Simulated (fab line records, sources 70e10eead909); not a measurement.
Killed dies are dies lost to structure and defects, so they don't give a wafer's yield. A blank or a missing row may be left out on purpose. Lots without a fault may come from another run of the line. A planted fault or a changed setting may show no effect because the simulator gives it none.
Which tool did it? | flow nand_harc | 6 lots, 18 wafers sampled, at 1 step of a route of 1302

WHAT THE GAUGES READ, wafer by wafer
NHARC_P_CONTACT_INSPECT_14.
lot  | measured     | on                | raw_defect_count
L459 | day 6 21:05  | defect_inspect-02 | 4 2 3
L463 | day 8 11:55  | defect_inspect-01 | 1 3 3
L467 | day 10 03:24 | defect_inspect-01 | 4 2 2
L471 | day 11 21:38 | defect_inspect-02 | 8 3 3
L474 | day 12 20:13 | defect_inspect-01 | 3 5 3
L479 | day 15 20:13 | defect_inspect-02 | 5 2 0

WHICH TOOL RAN EACH LOT (tool, then ch and the chambers of the sampled wafers, then the start)
The record holds no process step before these readings.

THE ANSWER, worked out from the rows above alone
Rule: what is usual is taken from the lots themselves. Put in order of their means at a reading, lots are off if they are a third of the lots or fewer, leave a main group of 4 or more, and stand apart from it by a gap of 3 or more times the standard deviation of the main group's means; of several such gaps the widest counts. A main group whose means are all the same, to the digits that the tables above print for the reading, isn't used. A lot without any number at a reading at which 4 lots or more have one is off too. The other lots that the step has rows for count as sound.
No lot is off at any reading shown: from this, nothing can be told.

WHAT THE SIMULATOR HAD PUT IN
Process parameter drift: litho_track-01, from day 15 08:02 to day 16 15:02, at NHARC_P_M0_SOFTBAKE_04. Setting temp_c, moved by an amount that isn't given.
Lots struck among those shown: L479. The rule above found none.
